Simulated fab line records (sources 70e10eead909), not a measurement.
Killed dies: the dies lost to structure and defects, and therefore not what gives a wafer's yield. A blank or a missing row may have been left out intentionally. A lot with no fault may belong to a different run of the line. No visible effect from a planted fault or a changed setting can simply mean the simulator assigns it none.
What tool caused it? | flow nand harc | 11 lots, 33 wafers sampled, at 5 steps of a route of 1302

== WHAT EACH GAUGE READ, for each wafer ==
NHARC_A_M1_CD_MEAS_09 targets a cd of 120 nm.
lot  | measured     | on        | cd nm (nm)
L833 | day 23 09:12 | cd sem-02 | 121.0 120.9 119.9
L832 | day 23 11:57 | cd sem-01 | 121.2 120.1 119.9
L837 | day 25 11:46 | cd sem-03 | 120.6 121.0 121.4
L839 | day 25 13:44 | cd sem-01 | 120.5 121.8 121.3
L844 | day 27 22:43 | cd sem-03 | 119.3 119.0 119.8
L847 | day 29 00:58 | cd sem-02 | 119.5 119.9 119.3
L848 | day 29 07:17 | cd sem-02 | 135.6 137.1 137.1
L851 | day 30 17:02 | cd sem-02 | 120.2 121.0 120.3
L850 | day 31 02:20 | cd sem-01 | 120.2 119.7 121.0
L852 | day 31 09:50 | cd sem-03 | 133.7 134.1 133.5
L855 | day 31 21:55 | cd sem-03 | 119.6 119.3 120.8

== TOOL THAT RAN EACH LOT (tool first, then ch and the chambers of the sampled wafers, then the start) ==
lot  | NHARC_A_BLC_PVD_32                      | NHARC_A_M0_ETCH_15                            | NHARC_A_M0_PVD_20                       | NHARC_A_M1_EXPOSE_06
L833 | pvd sputter-01, day 23 09:04 or earlier | rie diel-12 ch 2,3, day 23 09:04 or earlier   | pvd sputter-01, day 23 09:04 or earlier | arfi scanner-03 ch 0, day 23 09:04
L832 | pvd sputter-01, day 23 11:49 or earlier | rie diel-13 ch 1,2,3, day 23 11:49 or earlier | pvd sputter-03, day 23 11:49 or earlier | arfi scanner-03 ch 0, day 23 11:49
L837 | pvd sputter-01, day 25 07:41 or earlier | rie diel-12 ch 2,3, day 25 07:41              | pvd sputter-02, day 25 11:37 or earlier | arfi scanner-01 ch 0, day 25 11:37
L839 | pvd sputter-03, day 25 13:35 or earlier | rie diel-09 ch 0,1,2, day 25 13:35 or earlier | pvd sputter-02, day 25 13:35 or earlier | arfi scanner-03 ch 0, day 25 13:35
L844 | pvd sputter-03, day 27 22:34 or earlier | rie diel-12 ch 0,1, day 27 22:34 or earlier   | pvd sputter-03, day 27 22:34 or earlier | arfi scanner-01 ch 0, day 27 22:34
L847 | pvd sputter-03, day 29 00:49 or earlier | rie diel-13 ch 0,1,2, day 29 00:49 or earlier | pvd sputter-02, day 29 00:49 or earlier | arfi scanner-01 ch 0, day 29 00:49
L848 | pvd sputter-02, day 29 07:09 or earlier | rie diel-12 ch 1,2,3, day 29 07:09 or earlier | pvd sputter-02, day 29 07:09 or earlier | arfi scanner-01 ch 0, day 29 07:09
L851 | pvd sputter-02, day 30 16:53 or earlier | rie diel-13 ch 1,2,3, day 30 16:53 or earlier | pvd sputter-01, day 30 16:53 or earlier | arfi scanner-02 ch 0, day 30 16:53
L850 | pvd sputter-01, day 31 02:12 or earlier | rie diel-12 ch 0,1, day 31 02:12 or earlier   | pvd sputter-03, day 31 02:12 or earlier | arfi scanner-02 ch 0, day 31 02:12
L852 | pvd sputter-01, day 31 09:42 or earlier | rie diel-13 ch 0,1,3, day 31 09:42 or earlier | pvd sputter-03, day 31 09:42 or earlier | arfi scanner-01 ch 0, day 31 09:42
L855 | pvd sputter-03, day 31 21:47 or earlier | rie diel-09 ch 0,1,2, day 31 21:47 or earlier | pvd sputter-01, day 31 21:47 or earlier | arfi scanner-02 ch 0, day 31 21:47
- NHARC_A_BLC_PVD_32: deposits Ti, target thk 5 nm, time 17.7 s.
- NHARC_A_M0_ETCH_15: etches the open film in C4F8/Ar, target depth 150 nm, overetch 15 nm, time 82.5 s.
- NHARC_A_M0_PVD_20: deposits TaN, target thk 5 nm, time 8.06 s.
- NHARC_A_M1_EXPOSE_06: exposes mask A M1, target cd 120 nm.

== THE ANSWER, worked out from the rows above alone ==
Rule: the usual values come from the lots themselves. The widest of any qualifying gaps counts: lots, ordered by their means at a reading, are off when they make up no more than a third of the lots, leave a main group of 4 or more, and stand apart from it by 3 or more times the standard deviation of that group's means. A main group is skipped when, at the precision printed for the reading in the tables above, its means are all equal. Also off: a lot with no number at a reading for which 4 or more lots have one. The other lots that the step has rows for count as sound.
Off, at NHARC_A_M1_CD_MEAS_09 on cd nm: L848, L852. For the main group the mean is 120.3 nm and the standard deviation 0.58.
A tool fits if, at a process step before that reading, it ran every lot that is off, and no sound lot after the first of them. Gauges at NHARC_A_M1_CD_MEAS_09: tried the same way as those tools. With no start given for some of its lots, NHARC_A_BLC_PVD_32 uses the hours and lot order of NHARC_A_M1_EXPOSE_06. With no start given for some of its lots, NHARC_A_M0_ETCH_15 uses the hours and lot order of NHARC_A_M1_EXPOSE_06. With no start given for some of its lots, NHARC_A_M0_PVD_20 uses the hours and lot order of NHARC_A_M1_EXPOSE_06. One fits: arfi scanner-01 at NHARC_A_M1_EXPOSE_06. A fault onset in the window from L847 (day 29 00:49, its last sound lot) to L848 (day 29 07:09, its first lot off) fits.

== WHAT WAS PUT IN BY THE SIMULATOR ==
Drift in process parameters on arfi scanner-01 at NHARC_A_M1_EXPOSE_06, starting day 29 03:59. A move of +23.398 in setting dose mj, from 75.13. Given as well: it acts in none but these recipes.
Shown lots that were struck: L848, L852. Same finding as the rule above.
